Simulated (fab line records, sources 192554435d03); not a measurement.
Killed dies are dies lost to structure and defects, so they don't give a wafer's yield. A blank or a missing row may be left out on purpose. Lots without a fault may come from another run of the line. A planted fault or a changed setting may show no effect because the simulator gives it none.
Which tool did it? | flow n5_finfet | 10 lots, 30 wafers sampled, at 2 steps of a route of 1938

WHAT THE GAUGES READ, wafer by wafer
N5_BEOL_M15_OVL_MEAS_29. Usual: M15_OVL 1 nm, standard deviation 6.1.
lot  | measured     | on         | M15_OVL (nm) | flag
L795 | day 11 17:04 | overlay-02 | -6 -10 -6    |
L799 | day 12 17:53 | overlay-02 | 6 1 1        |
L800 | day 12 18:34 | overlay-01 | 1 -1 8       |
L801 | day 12 21:24 | overlay-01 | 1 3 -1       |
L802 | day 13 04:01 | overlay-01 | 4 -1 5       |
L803 | day 13 08:58 | overlay-02 | 1 4 3        |
L808 | day 14 16:17 | overlay-02 | -2 -10 -9    |
L811 | day 14 20:59 | overlay-02 | -6 -7 -2     |
L814 | day 16 11:31 | overlay-02 | 9 -1 -1      |
L815 | day 16 11:50 | overlay-02 | 3 10 -1      |

N5_BEOL_M15_INSPECT_30: inspects for defects (macro). Usual: raw_defect_count 2.3, standard deviation 1.5.
lot  | measured     | on                | raw_defect_count | flag
L795 | day 11 17:05 | defect_inspect-02 | 2 4 0            |
L799 | day 12 17:55 | defect_inspect-02 | 4 2 2            |
L800 | day 12 18:35 | defect_inspect-02 | 1 4 1            |
L801 | day 12 21:25 | defect_inspect-01 | 5 4 1            |
L802 | day 13 04:02 | defect_inspect-02 | 0 4 2            |
L803 | day 13 08:59 | defect_inspect-02 | 3 4 2            |
L808 | day 14 16:18 | defect_inspect-01 | 4 3 8            |
L811 | day 14 21:01 | defect_inspect-01 | 3 3 7            |
L814 | day 16 11:32 | defect_inspect-01 | 3 3 4            |
L815 | day 16 11:52 | defect_inspect-02 | 2 1 3            |

WHICH TOOL RAN EACH LOT (tool, then ch and the chambers of the sampled wafers, then the start)
The record holds no process step before these readings.

WHAT THE TOOLS THEMSELVES READ (means of the sampled wafers that have a number; where no wafer has one, the mark that the record gives instead)
The record holds no such reading with a usual standard deviation.

THE ANSWER, worked out from the rows above alone
Rule: a lot is off if the mean of its wafers that have a number lies more than 3 standard deviations from the usual mean. A lot without any number at a reading at which 4 lots or more have one is off too. The other lots that the step has rows for count as sound. The gauges are gone through in route order, then the tools' own readings, and for those a lot's mean is taken as printed above. The first step at which some lot is off is used, and at that step the reading that is off furthest; a lot without a number counts as furthest.
No lot is off at any reading shown: from this, nothing can be told.

WHAT THE SIMULATOR HAD PUT IN
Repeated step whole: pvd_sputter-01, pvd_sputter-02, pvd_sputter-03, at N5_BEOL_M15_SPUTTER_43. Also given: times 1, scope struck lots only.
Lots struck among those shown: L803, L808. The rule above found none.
